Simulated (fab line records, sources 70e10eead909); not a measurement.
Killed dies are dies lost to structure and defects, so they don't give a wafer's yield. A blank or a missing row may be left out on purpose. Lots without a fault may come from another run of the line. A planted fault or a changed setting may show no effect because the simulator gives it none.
A struck lot beside a sound one | flow nand_harc | 15 steps out of a route of 1302
Sound: wafers L365.1, L365.2, L365.4. Struck: wafer L373.1. (L373.2, L373.4 of the same lot were not struck and are left out.) The cause comes at the end.
At each step with rows: each side's tool, then ch and its chambers, then its first start. Under that, the readings that differ: sound wafers | struck wafers | difference of the means | sigmas: that difference in standard deviations of wafers without a fault.
alike: readings whose means differ by less than 2 such deviations, and words and numbers that are the same on both sides. not compared: withheld readings, readings that some wafer has no value for, bounds like >300 that may hide the same value, and numbers for which the record gives no deviation and whose values overlap.
The two part at a step that has a row with sigmas, a row that says differs or no value, or rows on one side only. Numbers that don't overlap but have no deviation are shown without sigmas and don't part them. A reading that every wafer of one side lacks parts them only if that side has two wafers or more.

first, 4 steps without rows for these wafers: NHARC_P_BONDPAD_EBR_05; NHARC_P_BONDPAD_EXPOSE_06 (exposes mask P BPAD); NHARC_P_BONDPAD_PEB_07 (peb time 80 s); NHARC_P_BONDPAD_DEVELOP_08 (time 50 s).
NHARC_P_BONDPAD_CD_MEAS_09: target cd 500 nm.
  sound on cd_sem-02 ch 0, day 9 23:43; struck on cd_sem-02 ch 0, day 12 14:31
  reading    | sound             | struck | difference | sigmas
  cd_nm (nm) | 498.3 499.9 497.9 | 503.0  | +4.3       | +3
NHARC_P_BONDPAD_OVL_MEAS_38:
  sound on overlay-02, day 9 23:49; struck on overlay-01, day 12 14:37
  alike: overlay_x_nm, overlay_y_nm
then, 1 step without rows for these wafers: NHARC_P_BONDPAD_HARDBAKE_10 (time 65 s).
NHARC_P_BONDPAD_DESCUM_11: chemistry O2, time 3 s.
  sound on rie_diel-05 ch 0,1,2, day 9 23:56; struck on rie_diel-04 ch 1, day 12 14:44
  reading                | sound             | struck | difference | sigmas
  oes_product_au (a.u.)  | 0.995 1.001 1.004 | 1.024  | +0.024     | +3
  rf_hours_counter_h (h) | 3.7 4.2 4.0       | 4.5    | +0.5       |
  alike: drypump_motor_current_A, rf_vpp_V, showerhead_plenum_p_Torr, throttle_valve_pct
NHARC_P_BONDPAD_ETCH_37: etches the open film in N2/H2, target depth 60 nm, overetch 18 nm, time 65.91 s.
  sound on rie_diel-05 ch 0,1,2, day 10 00:01; struck on rie_diel-04 ch 0, day 12 14:49
  reading                | sound       | struck | difference | sigmas
  rf_hours_counter_h (h) | 4.2 3.7 4.0 | 5.3    | +1.3       |
  alike: drypump_motor_current_A, oes_product_au, rf_vpp_V, run_length_s, showerhead_plenum_p_Torr, throttle_valve_pct
NHARC_P_BONDPAD_ETCH_12: etches the open film in CHF3/O2, target depth 200 nm, time 100 s.
  sound on rie_diel-05 ch 0,1,2; struck on rie_diel-04 ch 1
  reading                | sound             | struck | difference | sigmas
  oes_product_au (a.u.)  | 0.910 0.918 0.935 | 0.981  | +0.060     | +3
  rf_hours_counter_h (h) | 3.8 4.2 4.1       | 4.6    | +0.6       |
  alike: drypump_motor_current_A, rf_vpp_V, run_length_s, showerhead_plenum_p_Torr, throttle_valve_pct
NHARC_P_BONDPAD_CD_MEAS_13:
  sound on cd_sem-02, day 10 00:15; struck on cd_sem-02, day 12 15:03
  reading    | sound             | struck | difference | sigmas
  cd_nm (nm) | 498.0 498.1 497.3 | 503.6  | +5.8       | +4
NHARC_P_BONDPAD_STRIP_15: strips in O2.
  sound on rie_diel-04 ch 0,1,2, day 10 00:21; struck on rie_diel-05 ch 3, day 12 15:07
  alike: drypump_motor_current_A, oes_product_au, rf_vpp_V, showerhead_plenum_p_Torr, throttle_valve_pct
  not compared: rf_hours_counter_h
NHARC_P_BONDPAD_ETCH_24: etches the open film in CF4/N2, target depth 30 nm, time 72.99 s.
  sound on rie_diel-04 ch 1,2, day 10 00:31; struck on rie_diel-05 ch 0, day 12 15:17
  reading                     | sound          | struck | difference | sigmas
  drypump_motor_current_A (A) | 5.4 6.3 6.3    | 4.9    | -1.1       | -2
  run_length_s (s)            | 94.0 94.9 95.1 | 77.8   | -16.9      | -36
  alike: oes_product_au, rf_vpp_V, showerhead_plenum_p_Torr, throttle_valve_pct
  not compared: rf_hours_counter_h
then, 2 steps without rows for these wafers: NHARC_P_BONDPAD_STRIP_16 (strips in post etch residue remover, time 600 s); NHARC_END_SORT_01.

WHERE THEY PART
First at NHARC_P_BONDPAD_CD_MEAS_09; last, within this record, at NHARC_P_BONDPAD_ETCH_24.

WHY: what the simulator had put in
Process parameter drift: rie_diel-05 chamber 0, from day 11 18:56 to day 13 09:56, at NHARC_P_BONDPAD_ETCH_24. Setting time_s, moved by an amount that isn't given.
